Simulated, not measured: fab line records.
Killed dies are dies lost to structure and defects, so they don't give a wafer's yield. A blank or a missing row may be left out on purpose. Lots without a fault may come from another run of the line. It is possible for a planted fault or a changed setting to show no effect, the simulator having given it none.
Struck lot and sound lot, side by side / flow n5_finfet / 14 out of 1938 route steps
Sound: these wafers, L356.1, L356.2, L356.5. Wafers L364.3, L364.4, L364.6 were the ones struck. The cause comes at the end.
For every step that has rows: the tool of each side, followed by ch and its chambers, followed by its first start. Under that, the readings that differ: sound wafers / struck wafers / difference of the means / sigmas: that difference in standard deviations of wafers without a fault.
alike: words and numbers the same on both sides, and readings whose means are apart by under 2 such deviations; not compared: readings that were withheld, readings missing a value for some wafer, numbers with overlapping values and no deviation given by the record, and bounds like >300 which may hide the same value.
Wherever a step has rows on one side only, a row that says differs or no value, or a row with sigmas, the two part there. When numbers do not overlap yet have no deviation, they are printed without sigmas and do not part them. Lack of a reading on every wafer of one side parts them only where that side has two or more wafers.

N5_BEOL_M14_ETCH_59: etches BARC in N2/H2, target depth 89 nm, overetch 26.7 nm, time 67.9 s.
  sound on rie_diel-02 ch 1,3, day 12 00:07; struck on rie_diel-05 ch 0,1,2, day 13 06:07
  alike: drypump_motor_current_A, oes_product_au, rf_vpp_V, showerhead_plenum_p_Torr, throttle_valve_pct
  not compared: rf_hours_counter_h
N5_BEOL_M14_VIA_ETCH_16: etches SiO2 in C4F8/O2/Ar, target depth 1231.3 nm.
  sound on rie_diel-02 ch 1,3, day 12 00:10; struck on rie_diel-05 ch 0,1,2, day 13 06:10
  alike: drypump_motor_current_A, he_outer_torr, oes_product_au, rf_vpp_V, showerhead_plenum_p_Torr, throttle_valve_pct
N5_BEOL_M14_STRIP_63: strips in O2.
  sound on rie_diel-02 ch 1,3; struck on rie_diel-05 ch 0,1,2
  alike: drypump_motor_current_A, oes_product_au, rf_vpp_V, showerhead_plenum_p_Torr, throttle_valve_pct
  not compared: rf_hours_counter_h
N5_BEOL_M14_STRIP_64: strips in O2.
  sound on rie_diel-02 ch 1,3; struck on rie_diel-05 ch 0,1,2
  alike: drypump_motor_current_A, oes_product_au, rf_vpp_V, showerhead_plenum_p_Torr, throttle_valve_pct
  not compared: rf_hours_counter_h
then, 2 steps without rows for these wafers: N5_BEOL_M14_STRIP_71 (strips in post etch residue remover, time 60 s); N5_BEOL_M14_SRD_72 (time 30 s, dry time 30 s).
N5_BEOL_M14_CD_MEAS_17 targets a cd of 250 nm.
  sound: cd_sem-02 at day 12 00:31; struck: cd_sem-03 at day 13 06:31
  alike: cd_nm
then, 5 steps without rows for these wafers: N5_BEOL_M14_COAT_65 (time 60 s, resist thk 450 nm); N5_BEOL_M14_COAT_66 (time 60 s, resist thk 110 nm); N5_BEOL_M14_COAT_22 (resist thk 300 nm); N5_BEOL_M14_EBR_24; N5_BEOL_M14_SOFTBAKE_23 (time 60 s).
N5_BEOL_M14_EXPOSE_25: exposes mask M14, target cd 280 nm.
  struck on krf_scanner-01, day 13 06:41; sound on krf_scanner-02 ch 0, day 12 00:47
  no value came back on the struck wafers for exposure_dose_mJ_cm2, focus_offset_nm (nm), sigma_inner; on the sound wafers exposure_dose_mJ_cm2 reads 26.595 26.552 26.583
  alike: mask
then, 1 step without rows for these wafers: N5_BEOL_M14_PEB_26 (peb time 90 s).

== WHERE THEY PART ==
At N5_BEOL_M14_EXPOSE_25 and nowhere else, as far as this record goes.

WHY: whatever the simulator had introduced
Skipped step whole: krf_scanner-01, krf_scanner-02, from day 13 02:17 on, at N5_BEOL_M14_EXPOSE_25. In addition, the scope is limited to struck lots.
